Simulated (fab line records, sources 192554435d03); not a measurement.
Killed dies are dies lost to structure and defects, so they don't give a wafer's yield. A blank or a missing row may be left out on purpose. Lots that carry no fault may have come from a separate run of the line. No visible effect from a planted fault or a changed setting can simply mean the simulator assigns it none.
Struck lot and sound lot, side by side :: flow n5 finfet :: 15 steps out of a route of 1938
Sound: the wafers L706.2, L706.4, L706.6. Struck: wafer L719.6; the same lot's L719.2 was not struck, so it is left out; see the end for the cause.
For every step that has rows: the tool of each side, followed by ch and its chambers, followed by its first start. Under that, the readings that differ: sound wafers :: struck wafers :: difference of the means :: sigmas: that difference in standard deviations of wafers without a fault.
alike: same words and numbers on both sides, and readings whose means sit less than 2 such deviations apart. not compared: any withheld reading, any reading some wafer has no value for, any bound like >300 that may hide the same value, and any number with overlapping values for which the record gives no deviation.
A row with sigmas, a row that says differs or no value, or rows on one side alone: a step with any of these is where the two part. Numbers that have no deviation but don't overlap get no sigmas and don't part them. A reading that every wafer of one side lacks parts them only if that side has two wafers or more.

first, 9 steps without rows for these wafers: N5_BEOL_M8_COAT_63 (time 60 s, resist thk 60 nm); N5_BEOL_M8_COAT_64 (time 60 s, resist thk 12 nm); N5_BEOL_M8_COAT_71 (time 60 s, resist thk 5 nm); N5_BEOL_M8_COAT_22 (resist thk 30 nm); N5_BEOL_M8_EBR_24; N5_BEOL_M8_SOFTBAKE_23 (time 60 s); N5_BEOL_M8_EXPOSE_25 (exposes mask V7, target cd 40 nm); N5_BEOL_M8_PEB_26 (peb time 60 s); N5_BEOL_M8_DEVELOP_27 (develop time 30 s).
N5_BEOL_M8_CD_MEAS_28: the cd target is 40 nm.
  sound on cd sem-03 ch 0, day 9 10:56; struck on cd sem-01 ch 0, day 12 16:44
  alike: cd nm
N5_BEOL_M8_OVL_MEAS_29:
  sound on overlay-01 ch 0, day 9 10:58; struck on overlay-02 ch 0, day 12 16:46
  alike: V7_OVL
N5_BEOL_M8_INSPECT_30: inspects for defects (brightfield).
  sound on defect inspect-02, day 9 11:02; struck on defect inspect-01, day 12 16:50
  alike: raw defect count
N5_BEOL_M8_DESCUM_33: chemistry O2, time 7 s.
  sound on rie diel-04 ch 3, day 9 11:27; struck on rie diel-04 ch 1, day 12 16:52
reading: model.CAR-EUV_of_BEOL_M8_COAT_22.thk nm (nm)
sound: 26.2 26.2 26.2
struck: 26.4
difference: +0.2
sigmas: 
  alike: drypump motor current A, oes product au, rf vpp V, showerhead plenum p Torr, throttle valve pct
  not compared: rf hours counter h
N5_BEOL_M8_ETCH_72: etches underlayer in N2/H2, target depth 6.5 nm, time 5.2 s.
  sound on rie diel-04 ch 3, day 9 11:30; struck on rie diel-04 ch 1, day 12 16:53
reading: etch rf on time s (s)
sound: 5.39 5.42 5.35
struck: 5.11
difference: -0.28
sigmas: -2
  alike: drypump motor current A, oes product au, rf vpp V, showerhead plenum p Torr, throttle valve pct
  not compared: rf hours counter h
N5_PASSIVATION_PROBE_49:
  sound wafers here have rows in the record (prober-01, day 12 10:33); struck ones have none

## WHERE THEY PART
First at N5_BEOL_M8_ETCH_72; last, within this record, at N5_PASSIVATION_PROBE_49.

WHY: what the simulator had put in
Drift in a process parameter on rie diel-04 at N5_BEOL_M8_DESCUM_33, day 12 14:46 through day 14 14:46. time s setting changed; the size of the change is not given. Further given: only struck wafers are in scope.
